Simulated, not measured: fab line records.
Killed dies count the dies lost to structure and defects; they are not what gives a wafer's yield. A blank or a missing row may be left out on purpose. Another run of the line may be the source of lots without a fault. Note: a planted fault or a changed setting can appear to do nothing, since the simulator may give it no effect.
Which tool did it? | flow n5 finfet | 22 lots, 66 wafers sampled, at 1 step of a route of 1938

## WHAT THE GAUGES READ, wafer by wafer
N5_HKMG_FIN_INSPECT_61: inspects for defects (macro). Usual: raw defect count 1.8, standard deviation 1.3.
lot  | measured    | on                | raw defect count | flag
L074 | day 3 22:55 | defect inspect-01 | 2 3 0            |
L075 | day 4 05:56 | defect inspect-01 | 0 1 3            |
L076 | day 4 10:34 | defect inspect-02 | 4 2 3            |
L077 | day 4 16:05 | defect inspect-02 | 0 1 3            |
L078 | day 5 03:29 | defect inspect-01 | 1 6 1            |
L079 | day 5 10:42 | defect inspect-01 | 1 2 4            |
L080 | day 5 13:04 | defect inspect-01 | 1 1 0            |
L081 | day 5 22:37 | defect inspect-02 | 1 3 0            |
L082 | day 6 03:11 | defect inspect-01 | 4 3 1            |
L083 | day 6 05:25 | defect inspect-02 | 1 0 5            |
L084 | day 6 15:05 | defect inspect-01 | 1 1 4            |
L085 | day 6 18:12 | defect inspect-01 | 1 2 2            |
L086 | day 7 02:35 | defect inspect-02 | 5 1 1            |
L088 | day 7 11:54 | defect inspect-01 | 2 2 0            |
L089 | day 7 17:54 | defect inspect-02 | 2 3 3            |
L090 | day 8 00:02 | defect inspect-01 | 1 3 2            |
L091 | day 8 05:56 | defect inspect-01 | 1 1 2            |
L093 | day 8 20:10 | defect inspect-01 | 1 1 1            |
L094 | day 9 01:02 | defect inspect-02 | 5 1 0            |
L095 | day 9 06:36 | defect inspect-02 | 3 5 0            |
L096 | day 9 13:21 | defect inspect-01 | 4 3 3            |
L097 | day 9 20:54 | defect inspect-01 | 2 0 3            |

## EACH LOT AND THE TOOL THAT RAN IT (in order: tool; ch and the chambers of the sampled wafers; start)
There is no process step in the record ahead of these readings.

## WHAT THE TOOLS THEMSELVES READ (means of the sampled wafers that have a number; where no wafer has one, the mark that the record gives instead)
The record holds no such reading with a usual standard deviation.

## THE ANSWER, worked out from the rows above alone
Rule: lot off if the mean of its wafers having a number is beyond 3 standard deviations from the usual mean. Also off: a lot with no number at a reading for which 4 or more lots have one. The other lots that the step has rows for count as sound. Order of review: gauges by route order, followed by the tools' own readings, for which a lot's mean as printed above is used. At the first step where some lot is off, the reading lying furthest off is the one used; lots without a number count as furthest.
No lot is off on any of the readings shown, so nothing can be concluded from this.

## WHAT WAS PUT IN BY THE SIMULATOR
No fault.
